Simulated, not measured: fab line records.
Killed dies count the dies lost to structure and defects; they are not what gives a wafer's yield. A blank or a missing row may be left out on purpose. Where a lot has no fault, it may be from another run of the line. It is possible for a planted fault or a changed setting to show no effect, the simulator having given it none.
fab line records + flow n5-finfet
[record]
- lots = 9
- wafers = 23
- last-day = 20
route steps=1938 shown FIN_SAQP@141 DUMMY_GATE@218 SDB@375 BEOL_M4@1111 PASSIVATION@1936
lots with no fault: from the same line, run without faults
start-h: hours from the record's opening day to when the first of the lot's shown wafers began + wait-h: time in hours since the lot's previous step + " identical to the entry in the row above + L1.1+2: several wafers, shown together as one row + - no value, or no start given + * or withheld: withheld + < > ~ a bound
route shown NAME@n: a module of which the file shows steps, and the number in the route of the first + usual: average and standard deviation across the fault-free wafers + same: alike in all rows + chamber/n: place in a boat + sites: the reading at each site + _std_site: the values' standard deviation + _edge_site: inner sites' mean taken away from outer sites' mean + radius-mm: for every site, how far away it sits from the centre of the wafer + mask NAME#n: copy n + behind: the tool/chamber that last shaped the wafer + hold: the reason the lot was held/the length of the hold in hours/how it ended + device: the n, p or np transistor that did not switch + end of line: at the end of the route, the tests of the same wafers + step lacking rows: just its recipe + killed: dies that structure and defects cost at the first sort, which is not the same as the wafer's yield + map: a wafer's dies, x killed, . not, _ none there
set.NAME: the setting as run; set.NAME@STEP: as run at that earlier step + model.NAME: the simulator's own value behind a step, which no gauge read
steps of the route over a sample of lots; a table a step, a row a wafer
services: when a tool's chamber went out of use (start-h, in hours from the record's first day, below 0 if earlier), for how many hours, and the reason
[[steps]]
[step N5_FIN_SAQP_CD_MEAS_31]
[recipe]
- target-cd-nm = 8
- landing-energy-ev = 1000
- detector = se-inlens
- polarity = line
[usual]
- cd-nm = 8.16/0.23
| lot.wafer | tool      | chamber | start-h | wait-h | cd-nm |
|-----------|-----------|---------|---------|--------|-------|
| L596.1    | cd-sem-03 | 0       | 31.63   | 0.1    | 8.08  |
| L596.4    | "         | 0       | "       | "      | 8.45  |
| L596.5    | "         | 0       | "       | "      | 8.27  |
| L598.2    | cd-sem-03 | 0       | 43.08   | 0.1    | 8.27  |
| L598.6    | "         | 0       | "       | "      | 8.12  |
| L604.1    | cd-sem-02 | 0       | 81.72   | 0.1    | 8.54  |
| L604.2    | "         | 0       | "       | "      | 8.06  |
| L604.5    | "         | 0       | "       | "      | 8.12  |
| L607.3    | cd-sem-02 | 0       | 103.57  | 0.1    | 8.72  |
| L607.5    | "         | 0       | "       | "      | 7.96  |
| L607.6    | "         | 0       | "       | "      | 8.30  |
| L609.5    | cd-sem-01 | 0       | 109.70  | 0.1    | 7.93  |
| L609.6    | "         | 0       | "       | "      | 7.78  |
| L612.3    | cd-sem-03 | 0       | 127.62  | 0.1    | 8.09  |
| L612.4    | "         | 0       | "       | "      | 8.19  |
| L612.6    | "         | 0       | "       | "      | 8.45  |
| L613.3    | cd-sem-01 | 0       | 133.66  | 0.1    | 8.35  |
| L613.4    | "         | 0       | "       | "      | 8.54  |
| L614.1    | cd-sem-02 | 0       | 139.32  | 0.1    | 8.13  |
| L614.3    | "         | 0       | "       | "      | 8.17  |
| L615.1    | cd-sem-03 | 0       | 146.63  | 0.1    | 8.50  |
| L615.3    | "         | 0       | "       | "      | 7.98  |
| L615.4    | "         | 0       | "       | "      | 8.06  |
[step N5_DUMMY_GATE_CMP_04]
[recipe]
- material = a-Si
- post-cmp-clean = alkaline-brush
[usual]
- motor-current-A = 10.0/0.88
- time-to-endpoint-s = 11.9/2.7
| lot.wafer | tool   | chamber | start-h | wait-h | motor-current-A | time-to-endpoint-s |
|-----------|--------|---------|---------|--------|-----------------|--------------------|
| L596.4    | cmp-02 | 2       | 47.43   | 0.0    | 7.2             | 11.4               |
| L596.1    | "      | 0       | "       | "      | 9.2             | 18.6               |
| L596.5    | "      | 3       | "       | "      | 10.0            | 15.0               |
| L598.2    | cmp-04 | 1       | 58.44   | 0.0    | 11.1            | 11.0               |
| L598.6    | "      | 1       | "       | "      | 10.9            | 11.8               |
| L604.2    | cmp-03 | 1       | 100.63  | 0.1    | 10.1            | 16.7               |
| L604.1    | "      | 2       | "       | "      | 9.5             | 14.4               |
| L604.5    | "      | 1       | "       | "      | 10.1            | 17.1               |
| L607.3    | cmp-02 | 3       | 119.13  | 0.1    | 9.9             | 14.2               |
| L607.5    | "      | 0       | "       | "      | 8.7             | 17.1               |
| L607.6    | "      | 1       | "       | "      | 8.3             | 8.3                |
| L609.6    | cmp-03 | 2       | 125.77  | 0.3    | 9.5             | 12.2               |
| L609.5    | "      | 3       | "       | "      | 10.9            | 12.5               |
| L612.4    | cmp-03 | 1       | 142.52  | 0.1    | 10.1            | 15.0               |
| L612.3    | "      | 2       | "       | "      | 9.8             | 17.2               |
| L612.6    | "      | 3       | "       | "      | 11.1            | 10.8               |
| L613.4    | cmp-03 | 0       | 148.81  | 0.0    | 10.6            | 9.7                |
| L613.3    | "      | 3       | "       | "      | 10.7            | 17.0               |
| L614.1    | cmp-03 | 2       | 154.57  | 0.1    | 9.7             | 17.7               |
| L614.3    | "      | 0       | "       | "      | 10.8            | 17.6               |
| L615.4    | cmp-04 | 2       | 163.87  | 0.0    | 9.8             | 11.8               |
| L615.3    | "      | 0       | "       | "      | 9.9             | 12.5               |
| L615.1    | "      | 1       | "       | "      | 10.6            | 9.6                |
[step N5_DUMMY_GATE_THK_MEAS_05]
[usual]
- thk-nm = 71.2/1.2
| lot.wafer | tool          | chamber | start-h | wait-h | thk-nm |
|-----------|---------------|---------|---------|--------|--------|
| L596.1    | film-metro-02 | -       | 47.67   | 0.1    | 72.8   |
| L596.4    | "             | -       | "       | "      | 70.9   |
| L596.5    | "             | -       | "       | "      | 71.4   |
| L598.2    | film-metro-01 | -       | 58.68   | 0.2    | 69.2   |
| L598.6    | "             | -       | "       | "      | 69.5   |
| L604.1    | film-metro-01 | -       | 100.83  | 0.1    | 70.9   |
| L604.2    | "             | -       | "       | "      | 73.0   |
| L604.5    | "             | -       | "       | "      | 72.8   |
| L607.3    | film-metro-01 | -       | 119.28  | 0.1    | 71.6   |
| L607.5    | "             | -       | "       | "      | 73.1   |
| L607.6    | "             | -       | "       | "      | 69.7   |
| L609.5    | film-metro-02 | -       | 125.89  | 0.1    | 70.7   |
| L609.6    | "             | -       | "       | "      | 70.9   |
| L612.3    | film-metro-01 | -       | 142.70  | 0.1    | 97.5   |
| L612.4    | "             | -       | "       | "      | 72.8   |
| L612.6    | "             | -       | "       | "      | 69.5   |
| L613.3    | film-metro-01 | -       | 149.05  | 0.1    | 97.2   |
| L613.4    | "             | -       | "       | "      | 69.6   |
| L614.1    | film-metro-01 | -       | 154.78  | 0.2    | 98.2   |
| L614.3    | "             | -       | "       | "      | 98.1   |
| L615.1    | film-metro-02 | -       | 164.13  | 0.1    | 69.9   |
| L615.3    | "             | -       | "       | "      | 72.5   |
| L615.4    | "             | -       | "       | "      | 71.7   |
[step N5_DUMMY_GATE_STRIP_41]
[recipe]
- chemistry = O2
- power-w = 400
- temp-c = 40
- pressure-mtorr = 30
- rf-frequency-hz = 6e+07
- bias-power-w = 0
- overash-fraction = 0.3
- o2-flow-sccm = 225
[usual]
- drypump-motor-current-A = 5.6/0.4
- oes-product-au = 0.77/0.077
- rf-vpp-V = 3.6/0.48
- showerhead-plenum-p-Torr = 2.08/0.082
- throttle-valve-pct = 16.7/0.31
| lot.wafer | tool        | chamber | start-h | wait-h | drypump-motor-current-A | oes-product-au | rf-hours-counter-h | rf-vpp-V | showerhead-plenum-p-Torr | throttle-valve-pct |
|-----------|-------------|---------|---------|--------|-------------------------|----------------|--------------------|----------|--------------------------|--------------------|
| L596.1    | rie-diel-03 | 2       | 52.66   | 0.0    | 6.0                     | 0.75           | 158                | 2.9      | 2.00                     | 16.3               |
| L596.4    | "           | 0       | "       | "      | 5.3                     | 0.70           | 212                | 3.3      | 2.06                     | 16.9               |
| L596.5    | "           | 3       | "       | "      | 6.4                     | 0.78           | -                  | 4.0      | 2.12                     | 16.6               |
| L598.2    | rie-diel-06 | 3       | 63.70   | 0.0    | 5.4                     | 0.68           | 226                | 3.7      | 1.96                     | 17.0               |
| L598.6    | "           | 3       | "       | "      | 5.4                     | 0.68           | -                  | 3.2      | 1.96                     | 17.0               |
| L604.1    | rie-diel-03 | 1       | 105.95  | 0.0    | 5.9                     | 0.74           | 191                | 3.7      | 2.16                     | 16.6               |
| L604.2    | "           | 3       | "       | "      | 6.5                     | 0.77           | 107                | 2.8      | 2.12                     | 16.6               |
| L604.5    | "           | 3       | "       | "      | 6.5                     | 0.77           | -                  | 4.5      | 2.12                     | 16.6               |
| L607.3    | rie-diel-02 | 0       | 124.17  | 0.0    | 5.8                     | 0.87           | 50                 | 4.1      | 2.03                     | 16.5               |
| L607.5    | "           | 0       | "       | "      | 5.8                     | 0.87           | -                  | 3.7      | 2.03                     | 16.5               |
| L607.6    | "           | 1       | "       | "      | 4.9                     | 0.79           | -                  | 3.5      | 2.13                     | 17.0               |
| L609.5    | rie-diel-02 | 2       | 130.80  | 0.0    | 5.8                     | 0.72           | -                  | 3.1      | 2.00                     | 16.9               |
| L609.6    | "           | 3       | "       | "      | 5.4                     | 0.89           | -                  | 4.1      | 2.25                     | 16.3               |
| L612.3    | rie-diel-02 | 0       | 147.89  | 0.0    | 5.8                     | 0.86           | 56                 | 3.1      | 2.03                     | 16.5               |
| L612.4    | "           | 3       | "       | "      | 5.4                     | 0.88           | 23                 | 2.7      | 2.24                     | 16.3               |
| L612.6    | "           | 2       | "       | "      | 5.8                     | 0.71           | -                  | 3.6      | 2.00                     | 17.0               |
| L613.3    | rie-diel-02 | 2       | 153.97  | 0.0    | 5.9                     | 0.70           | 175                | 4.4      | 2.00                     | 17.0               |
| L613.4    | "           | 3       | "       | "      | 5.4                     | 0.88           | 24                 | 3.4      | 2.24                     | 16.3               |
| L614.1    | rie-diel-03 | 1       | 160.05  | 0.0    | 5.9                     | 0.73           | 206                | 3.9      | 2.16                     | 16.6               |
| L614.3    | "           | 2       | "       | "      | 6.0                     | 0.72           | 180                | 2.4      | 2.00                     | 16.4               |
| L615.1    | rie-diel-02 | 1       | 169.47  | 0.0    | 4.8                     | 0.78           | 148                | 2.7      | 2.13                     | 17.0               |
| L615.3    | "           | 0       | "       | "      | 5.8                     | 0.84           | 63                 | 3.4      | 2.03                     | 16.5               |
| L615.4    | "           | 2       | "       | "      | 5.8                     | 0.71           | 181                | 3.9      | 2.00                     | 17.0               |
[step N5_DUMMY_GATE_ETCH_32]
[recipe]
- chemistry = CF4
- target = SiO2
- target-depth-a = 35
- time-s = 3.9
- ion-energy-ev = 350
- pressure-mtorr = 10
- icp-w = 800
- bias-w = 400
- cf4-flow-sccm = 80
[usual]
- drypump-motor-current-A = 5.9/0.37
- oes-product-au = 0.993/0.027
- throttle-valve-pct = 21.65/0.24
[same]
- time-s = 3.9
| lot.wafer | tool      | chamber | start-h | wait-h | drypump-motor-current-A | oes-product-au | rf-hours-counter-h | throttle-valve-pct |
|-----------|-----------|---------|---------|--------|-------------------------|----------------|--------------------|--------------------|
| L596.1    | rie-si-04 | 3       | 52.86   | 0.1    | 6.3                     | 1.049          | 97                 | 21.49              |
| L596.4    | "         | 3       | "       | "      | 6.3                     | 1.048          | -                  | 21.47              |
| L596.5    | "         | 1       | "       | "      | 5.0                     | 0.990          | -                  | 21.69              |
| L598.2    | rie-si-05 | 1       | 63.90   | 0.1    | 5.7                     | 1.022          | 12                 | 21.43              |
| L598.6    | "         | 3       | "       | "      | 5.6                     | 1.015          | -                  | 21.74              |
| L604.1    | rie-si-04 | 1       | 106.15  | 0.1    | 5.0                     | 0.976          | 107                | 21.71              |
| L604.2    | "         | 3       | "       | "      | 6.2                     | 1.050          | 98                 | 21.47              |
| L604.5    | "         | 3       | "       | "      | 6.2                     | 1.047          | -                  | 21.47              |
| L607.3    | rie-si-06 | 0       | 124.37  | 0.1    | 6.1                     | 0.973          | 177                | 21.60              |
| L607.5    | "         | 3       | "       | "      | 5.7                     | 0.994          | -                  | 21.64              |
| L607.6    | "         | 2       | "       | "      | 6.1                     | 0.964          | -                  | 21.52              |
| L609.5    | rie-si-04 | 3       | 131.00  | 0.0    | 6.3                     | 1.053          | -                  | 21.46              |
| L609.6    | "         | 0       | "       | "      | 6.1                     | 1.014          | -                  | 21.70              |
| L612.3    | rie-si-04 | 0       | 148.10  | 0.1    | 6.2                     | 1.012          | 7                  | 21.67              |
| L612.4    | "         | 1       | "       | "      | 5.0                     | 0.981          | 107                | 21.71              |
| L612.6    | "         | 1       | "       | "      | 5.0                     | 0.993          | -                  | 21.70              |
| L613.3    | rie-si-04 | 1       | 154.17  | 0.1    | 5.0                     | 0.976          | 108                | 21.70              |
| L613.4    | "         | 3       | "       | "      | 6.2                     | 1.052          | 99                 | 21.49              |
| L614.1    | rie-si-05 | 2       | 160.25  | 0.1    | 5.1                     | 0.968          | 133                | 22.29              |
| L614.3    | "         | 1       | "       | "      | 5.8                     | 1.023          | 14                 | 21.42              |
| L615.1    | rie-si-04 | 3       | 169.67  | 0.1    | 6.2                     | 1.059          | 99                 | 21.47              |
| L615.3    | "         | 2       | "       | "      | 5.9                     | 1.022          | 18                 | 22.33              |
| L615.4    | "         | 1       | "       | "      | 5.0                     | 0.980          | 108                | 21.71              |
[step N5_DUMMY_GATE_ETCH_44]
[recipe]
- chemistry = HBr/O2
- over-etch-frac = 0.7
- target-depth-a = 1275
- stop-on = SiO2
- ion-energy-ev = 60
- bias-w = 20
- target = poly-Si
- mask-material = SiO2
- pressure-mtorr = 20
- icp-w = 400
- HBr_flow_sccm = 120
- O2_flow_sccm = 10
[usual]
- drypump-motor-current-A = 5.9/0.37
- oes-product-au = 0.722/0.012
- throttle-valve-pct = 18.39/0.2
| lot.wafer | tool      | chamber | start-h | wait-h | drypump-motor-current-A | oes-product-au | rf-hours-counter-h | throttle-valve-pct |
|-----------|-----------|---------|---------|--------|-------------------------|----------------|--------------------|--------------------|
| L596.1    | rie-si-04 | 3       | 52.95   | 0.0    | 6.2                     | 0.738          | 97                 | 18.39              |
| L596.4    | "         | 3       | "       | "      | 6.2                     | 0.730          | -                  | 18.38              |
| L596.5    | "         | 1       | "       | "      | 5.0                     | 0.721          | -                  | 18.11              |
| L598.2    | rie-si-05 | 1       | 63.99   | 0.0    | 5.7                     | 0.719          | 12                 | 18.39              |
| L598.6    | "         | 3       | "       | "      | 5.6                     | 0.734          | -                  | 18.50              |
| L604.1    | rie-si-04 | 1       | 106.24  | 0.0    | 5.0                     | 0.720          | 107                | 18.14              |
| L604.2    | "         | 3       | "       | "      | 6.2                     | 0.732          | 98                 | 18.38              |
| L604.5    | "         | 3       | "       | "      | 6.2                     | 0.738          | -                  | 18.38              |
| L607.3    | rie-si-06 | 0       | 124.46  | 0.0    | 6.1                     | 0.736          | 177                | 18.56              |
| L607.5    | "         | 3       | "       | "      | 5.7                     | 0.717          | -                  | 18.46              |
| L607.6    | "         | 2       | "       | "      | 6.1                     | 0.704          | -                  | 18.10              |
| L609.5    | rie-si-04 | 3       | 131.11  | 0.0    | 6.2                     | 0.724          | -                  | 18.39              |
| L609.6    | "         | 0       | "       | "      | 6.2                     | 0.733          | -                  | 18.37              |
| L612.3    | rie-si-04 | 0       | 148.19  | 0.0    | 6.1                     | 0.854          | 7                  | 18.38              |
| L612.4    | "         | 1       | "       | "      | 5.0                     | 0.726          | 108                | 18.09              |
| L612.6    | "         | 1       | "       | "      | 5.0                     | 0.705          | -                  | 18.12              |
| L613.3    | rie-si-04 | 1       | 154.26  | 0.0    | 5.0                     | 0.848          | 108                | 18.11              |
| L613.4    | "         | 3       | "       | "      | 6.2                     | 0.721          | 99                 | 18.38              |
| L614.1    | rie-si-05 | 2       | 160.34  | 0.0    | 5.1                     | 0.845          | 133                | 18.90              |
| L614.3    | "         | 1       | "       | "      | 5.7                     | 0.868          | 14                 | 18.39              |
| L615.1    | rie-si-04 | 3       | 169.76  | 0.0    | 6.2                     | 0.724          | 99                 | 18.37              |
| L615.3    | "         | 2       | "       | "      | 5.9                     | 0.745          | 18                 | 18.70              |
| L615.4    | "         | 1       | "       | "      | 5.0                     | 0.724          | 108                | 18.12              |
[step N5_SDB_THK_MEAS_31]
[recipe]
- reads = a-Si_of_DUMMY_GATE_CVD_03
[usual]
- SDB_THK = 63.5/1.2
| lot.wafer | tool          | chamber | start-h | wait-h | SDB_THK[nm] |
|-----------|---------------|---------|---------|--------|-------------|
| L596.1    | film-metro-02 | -       | 77.82   | -      | 65.0        |
| L596.4    | "             | -       | "       | "      | 63.2        |
| L596.5    | "             | -       | "       | "      | 63.6        |
| L598.2    | film-metro-02 | -       | 85.76   | -      | 61.4        |
| L598.6    | "             | -       | "       | "      | 61.8        |
| L604.1    | film-metro-02 | -       | 127.52  | -      | 63.1        |
| L604.2    | "             | -       | "       | "      | 65.1        |
| L604.5    | "             | -       | "       | "      | 65.0        |
| L607.3    | film-metro-01 | -       | 146.76  | -      | 63.9        |
| L607.5    | "             | -       | "       | "      | 65.3        |
| L607.6    | "             | -       | "       | "      | 61.9        |
| L609.5    | film-metro-01 | -       | 154.25  | -      | 63.0        |
| L609.6    | "             | -       | "       | "      | 63.1        |
| L612.3    | film-metro-01 | -       | 170.72  | -      | 89.7        |
| L612.4    | "             | -       | "       | "      | 65.1        |
| L612.6    | "             | -       | "       | "      | 61.6        |
| L613.3    | film-metro-02 | -       | 177.12  | 0.2    | 89.4        |
| L613.4    | "             | -       | "       | "      | 61.9        |
| L614.1    | film-metro-01 | -       | 184.68  | -      | 90.5        |
| L614.3    | "             | -       | "       | "      | 90.3        |
| L615.1    | film-metro-01 | -       | 192.67  | -      | 62.2        |
| L615.3    | "             | -       | "       | "      | 64.7        |
| L615.4    | "             | -       | "       | "      | 64.0        |
[step N5_BEOL_M4_RC_MEAS_101]
[usual]
- DIBL_N = 37.7/2
- DIBL_P = 37.7/2.3
- IOFF_N = 0.18/0.039
- IOFF_P = 0.23/0.042
- ION_N = 681/12
- ION_P = 463/8
- SS_N = 71.9/0.68
- SS_P = 73.6/0.71
- VT_N = 248/3.2
- VT_P = -249/3.1
| lot.wafer | tool      | chamber | start-h | wait-h | DIBL_N[mV/V] | DIBL_P[mV/V] | IOFF_N[nA/um] | IOFF_P[nA/um] | ION_N[uA/um] | ION_P[uA/um] | SS_N[mV/dec] | SS_P[mV/dec] | VT_N[mV] | VT_P[mV] |
|-----------|-----------|---------|---------|--------|--------------|--------------|---------------|---------------|--------------|--------------|--------------|--------------|----------|----------|
| L596.1    | prober-01 | 0       | 273.92  | 0.0    | 36.0         | 33.5         | 0.15          | 0.17          | 683          | 459          | 71.5         | 73.2         | 248      | -252     |
| L596.4    | "         | 0       | "       | "      | 41.0         | 39.8         | 0.31          | 0.28          | 702          | 465          | 72.3         | 74.6         | 239      | -246     |
| L596.5    | "         | 0       | "       | "      | 37.1         | 35.3         | 0.17          | 0.20          | 672          | 459          | 71.9         | 73.7         | 247      | -250     |
| L598.2    | prober-02 | 0       | 276.70  | 0.2    | 38.0         | 37.0         | 0.19          | 0.20          | 692          | 462          | 71.4         | 73.3         | 247      | -252     |
| L598.6    | "         | 0       | "       | "      | 37.4         | 37.3         | 0.16          | 0.21          | 681          | 459          | 71.2         | 73.3         | 249      | -252     |
| L604.1    | prober-01 | 0       | 309.95  | 0.0    | 37.6         | 36.9         | 0.16          | 0.23          | 664          | 460          | 72.0         | 74.0         | 250      | -249     |
| L604.2    | "         | 0       | "       | "      | 40.3         | 38.5         | 0.23          | 0.25          | 682          | 461          | 72.7         | 74.1         | 247      | -245     |
| L604.5    | "         | 0       | "       | "      | 38.8         | 38.6         | 0.18          | 0.24          | 670          | 455          | 71.5         | 73.5         | 251      | -250     |
| L607.3    | prober-02 | 0       | 327.06  | 0.3    | 40.5         | 39.8         | 0.25          | 0.26          | 689          | 464          | 72.8         | 74.4         | 242      | -247     |
| L607.5    | "         | 0       | "       | "      | 34.8         | 32.8         | 0.13          | 0.16          | 669          | 452          | 70.7         | 72.4         | 250      | -253     |
| L607.6    | "         | 0       | "       | "      | 39.7         | 38.2         | 0.21          | 0.23          | 681          | 462          | 72.7         | 73.4         | 246      | -252     |
| L612.3    | prober-02 | 0       | 348.76  | 0.3    | 37.2         | 36.4         | 0.17          | 0.23          | 674          | 463          | 71.4         | 73.9         | 248      | -250     |
| L612.4    | "         | 0       | "       | "      | 37.3         | 36.6         | 0.16          | 0.23          | 680          | 463          | 72.0         | 74.3         | 252      | -250     |
| L612.6    | "         | 0       | "       | "      | 38.1         | 37.9         | 0.19          | 0.25          | 676          | 459          | 72.4         | 73.7         | 249      | -246     |
| L609.5    | prober-01 | 0       | 350.35  | 0.6    | 35.0         | 35.0         | 0.15          | 0.20          | 691          | 476          | 70.9         | 72.8         | 248      | -250     |
| L609.6    | "         | 0       | "       | "      | 41.1         | 41.9         | 0.26          | 0.31          | 679          | 465          | 72.4         | 74.6         | 243      | -243     |
| L613.3    | prober-01 | 0       | 360.36  | 0.3    | 38.0         | 36.7         | 0.18          | 0.22          | 665          | 457          | 71.2         | 73.7         | 248      | -250     |
| L613.4    | "         | 0       | "       | "      | 39.5         | 38.7         | 0.21          | 0.25          | 688          | 471          | 71.4         | 73.8         | 247      | -246     |
| L614.1    | prober-01 | 0       | 377.85  | 0.0    | 34.1         | 34.3         | 0.12          | 0.17          | 674          | 463          | 69.5         | 72.7         | 253      | -252     |
| L614.3    | "         | 0       | "       | "      | 38.2         | 38.9         | 0.19          | 0.24          | 685          | 466          | 71.8         | 73.5         | 246      | -248     |
| L615.1    | prober-01 | 0       | 385.68  | 0.0    | 38.0         | 40.6         | 0.18          | 0.23          | 686          | 471          | 72.0         | 73.7         | 247      | -252     |
| L615.3    | "         | 0       | "       | "      | 33.6         | 34.2         | 0.11          | 0.14          | 645          | 444          | 71.2         | 71.8         | 256      | -253     |
| L615.4    | "         | 0       | "       | "      | 35.8         | 36.5         | 0.15          | 0.17          | 675          | 454          | 71.7         | 73.3         | 251      | -256     |
[step N5_PASSIVATION_PROBE_49]
[usual]
- defect-limited-yield = 91.1/1.4
- killed_at_M0_to_M3 = 34/9.6
- killed_at_M4_up = 15/5.3
- killed-at-contacts = 12/6.1
- killed-at-front-end = 40/11
- killed-at-other = 3.5/2.8
- killed-dies = 105/17
- killed-open = 70/12
- killed-short = 34/7.7
- sort_bin_4_leakage = 0.01/0.07
- sort_bin_5_function = 5.2/0.97
- sort_bin_6_memory = 3.4/0.62
- sort_bin_8_speed = 0.00/0.023
- sort-n-pass = 1075/17
- sort-yield-pct = 91.1/1.4
[same]
- gross-dies = 1180
- killed-at-back-side = 0
| lot.wafer | tool      | chamber | start-h | wait-h | defect-limited-yield[%] | killed_at_M0_to_M3 | killed_at_M4_up | killed-at-contacts | killed-at-front-end | killed-at-other | killed-dies | killed-open | killed-short | sort_bin_4_leakage[%] | sort_bin_5_function[%] | sort_bin_6_memory[%] | sort_bin_8_speed[%] | sort-n-pass | sort-yield-pct[%] |
|-----------|-----------|---------|---------|--------|-------------------------|--------------------|-----------------|--------------------|---------------------|-----------------|-------------|-------------|--------------|-----------------------|------------------------|----------------------|---------------------|-------------|-------------------|
| L613.4    | prober-01 | -       | 460.39  | 0.2    | 92.8                    | 44                 | 10              | 12                 | 17                  | 2               | 85          | 67          | 18           | 0                     | 4.5                    | 2.6                  | 0                   | 1095        | 92.8              |
// killed by level:class
L613.4 BEOL_M2:geometric-particle:open=12 MOL_CONTACT_COAG:geometric-particle:open=10 BEOL_M0:geometric-particle:open=9 BEOL_M0_SAQP:geometric-particle:short=6 BEOL_M0_SAQP:geometric-particle:open=5 BEOL_M4:geometric-particle:open=5 STARTING-WAFER:geometric-particle:open=5 DUMMY_GATE:geometric-particle:open=4
[[services]]
| tool        | chamber | start-h | hours | kind   |
|-------------|---------|---------|-------|--------|
| rie-si-04   | 3       | 26.07   | 3.9   | repair |
| rie-si-06   | -       | 26.58   | 0.3   | repair |
| rie-diel-03 | -       | 28.37   | 2.8   | pm     |
| rie-si-04   | 2       | 32.60   | 22.9  | repair |
| cmp-04      | -       | 33.98   | 1.3   | repair |
| rie-diel-06 | 2       | 43.11   | 2.8   | repair |
| rie-diel-02 | -       | 48.24   | 1.3   | repair |
| cmp-04      | -       | 52.57   | 0.3   | repair |
| rie-si-06   | 2       | 54.70   | 7.7   | repair |
| cmp-02      | -       | 55.17   | 4.0   | repair |
| rie-si-04   | 3       | 56.76   | 5.6   | repair |
| cmp-03      | -       | 76.60   | 0.5   | repair |
| cmp-04      | -       | 81.26   | 1.1   | repair |
| rie-diel-02 | 1       | 82.56   | 4.2   | repair |
| cmp-03      | -       | 88.23   | 0.9   | repair |
| cmp-04      | -       | 100.03  | 1.7   | repair |
| rie-si-04   | 2       | 100.54  | 8.3   | repair |
| cmp-02      | -       | 103.30  | 2.3   | repair |
| rie-diel-03 | 2       | 118.77  | 6.3   | repair |
| cmp-02      | -       | 120.99  | 10.9  | pm     |
| cmp-04      | -       | 123.80  | 2.2   | repair |
| cmp-02      | -       | 131.94  | 9.5   | pm     |
| cmp-04      | -       | 137.82  | 14.5  | pm     |
| cmp-02      | -       | 156.03  | 8.3   | repair |
[[key]]
[first-sign]
- step = N5_DUMMY_GATE_CMP_04
- reading = time-to-endpoint-s
- direction = up
- sigmas = 2
- usual = *
- struck = *
- wafers-moved = 3
[effect]
- step = N5_DUMMY_GATE_THK_MEAS_05
- reading = thk-nm
- direction = up
- sigmas = 23
- usual = *
- struck = *
[effect]
- step = N5_DUMMY_GATE_ETCH_44
- reading = oes-product-au
- direction = up
- sigmas = 11
- usual = 0.722
- struck = 0.854
[effect]
- step = N5_SDB_THK_MEAS_31
- reading = SDB_THK
- direction = up
- sigmas = 23
- usual = 63.5
- struck = 90.0
met-at N5_DUMMY_GATE_CMP_04
struck-lots L612,L613,L614
struck-wafers L612.3,L613.3,L614.1,L614.3
not-acting-at N5_FIN_SAQP_CD_MEAS_31,N5_DUMMY_GATE_STRIP_41,N5_DUMMY_GATE_ETCH_32
onset-between 125.77 142.52
[fault]
- kind = process-parameter-drift
- tool = cmp-03
- chamber = -
- onset-h = 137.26
- steps = N5_DUMMY_GATE_CMP_04
- channel = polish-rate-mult
- offset = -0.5
- shape = step
- end-h = 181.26
- scope = struck-wafers-only
